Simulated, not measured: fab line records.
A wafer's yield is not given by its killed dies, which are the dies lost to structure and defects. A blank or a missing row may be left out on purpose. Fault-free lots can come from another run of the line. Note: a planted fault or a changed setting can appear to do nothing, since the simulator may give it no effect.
One fault seen from 3 desks | flow n5-finfet | each desk holds nothing but its own numbers, with what lay behind them at the end

== THE METROLOGY DESK ==
Means of the sampled wafers that have a number, per lot and without regard to the tool the lot ran on: this is what the gauges read. If a lot's mean is further than 4 standard deviations from the usual mean, the lot is out of limits and carries the mark OUT (the distance appears in the brackets). It has 20 readings, of which 7 appear: the earliest out of limits, and the ones furthest out on some lot.
Columns: A = IOFF_N_LONG at N5_BEOL_M4_RC_MEAS_101, usual 5.52e-05 nA/um; B = IOFF_P_LIN at N5_BEOL_M4_RC_MEAS_101, usual 0.097 nA/um; C = IOFF_P_LONG at N5_BEOL_M4_RC_MEAS_101, usual 0.000104 nA/um; D = ION_N at N5_BEOL_M4_RC_MEAS_101, usual 672 uA/um; E = VT_N at N5_BEOL_M4_RC_MEAS_101, usual 250.4 mV; F = VT_N_LONG at N5_BEOL_M4_RC_MEAS_101, usual 275.2 mV; G = VT_N_LVT at N5_BEOL_M4_RC_MEAS_101, usual 98 mV
lot  | first seen here | A                   | B     | C        | D   | E                | F                | G
L643 | day 8 19:07     | 5.84e-05            | 0.116 | 0.000106 | 694 | 246.5            | 274.8            | 94
L644 | day 9 18:07     | 5.46e-05            | 0.098 | 0.000116 | 663 | 251.8            | 277.5            | 101
L648 | day 10 11:44    | 5.73e-05            | 0.099 | 0.000107 | 683 | 249.6            | 274.2            | 99
L649 | day 11 00:58    | 5.33e-05            | 0.102 | 0.000108 | 675 | 250.4            | 276.7            | 100
L652 | day 11 09:58    | 5.65e-05            | 0.093 | 0.000101 | 671 | 248.1            | 273.2            | 99
L660 | day 13 16:08    | 3.87e-05 (-5.7) OUT | 0.140 | 0.000127 | 630 | 270.7 (+7.0) OUT | 300.8 (+13) OUT  | 120 (+7.3) OUT
L663 | day 13 23:31    | 5.49e-05            | 0.102 | 0.000098 | 669 | 249.6            | 275.1            | 95
L661 | day 14 00:02    | 4.79e-05            | 0.111 | 0.000138 | 632 | 269.4 (+6.5) OUT | 291.5 (+8.6) OUT | 116 (+5.8) OUT
L662 | day 14 01:47    | 5.46e-05            | 0.086 | 0.000099 | 672 | 253.2            | 276.3            | 98
This desk's finding: out of limits on L660, L661; first on L660, day 13 16:08 (IOFF_N_LONG at N5_BEOL_M4_RC_MEAS_101). L643, L644, L648, L649, L652, L663, L662: within limits.

== THE DEFECT DESK ==
Per lot, the means of the sampled wafers with a number show what the inspections along the route counted. If a lot's mean is further than 4 standard deviations from the usual mean, the lot is out of limits and carries the mark OUT (the distance appears in the brackets).
Columns: A = raw-defect-count at N5_HKMG_FIN_INSPECT_28, usual 40
lot  | first seen here | A
L643 | day 5 03:33     | 30
L644 | day 5 12:26     | 22
L648 | day 6 09:29     | 26
L649 | day 6 15:56     | 68
L652 | day 7 09:29     | 41
L660 | day 9 12:40     | 46
L661 | day 9 23:02     | 47
L663 | day 10 09:58    | 44
L662 | day 10 13:14    | 43
This desk's verdict: no lot among the 9 shows anything out of limits.

== TOOL OWNER'S DESK, ald-metal-02 ==
The tool's own readings at N5_HKMG_FIN_NWFM_ALD_20 (deposits TiAlC, target thk 2 nm, pulse time 3 s, purge time 2 s): means of the sampled wafers that have a number, for each lot that ran on this tool. If a lot's mean is further than 4 standard deviations from the usual mean, the lot is out of limits and carries the mark OUT (the distance appears in the brackets).
Columns: A = heater-power-w at N5_HKMG_FIN_NWFM_ALD_20, usual 494 W; B = precursor-pulse-height-rel at N5_HKMG_FIN_NWFM_ALD_20, usual 0.999
lot  | first seen here | A   | B
L644 | day 5 09:56     | 510 | 0.999
L660 | day 9 10:07     | 488 | 1.007
L661 | day 9 20:24     | 520 | 0.998
This desk's verdict: no lot among the 3 shows anything out of limits.

== BROUGHT TOGETHER ==
The metrology desk could have raised an alarm at day 13 16:08, on L660, L661.
The defect desk saw nothing out of limits.
The desk of the tool owner found nothing out of limits.
The defect desk has L660, L661 on record, within its limits.
Tool owner's desk: L660, L661 on record, inside its limits.
All the named lots went through N5_HKMG_FIN_NWFM_ALD_20 on ald-metal-02.

== WHAT WAS PUT IN BY THE SIMULATOR ==
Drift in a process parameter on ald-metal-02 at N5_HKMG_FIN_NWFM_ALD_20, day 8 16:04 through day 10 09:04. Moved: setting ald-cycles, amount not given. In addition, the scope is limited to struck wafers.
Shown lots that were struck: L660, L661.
Time in hours between the start of the fault and the first out-of-limits reading at each desk: metrology desk, 120.
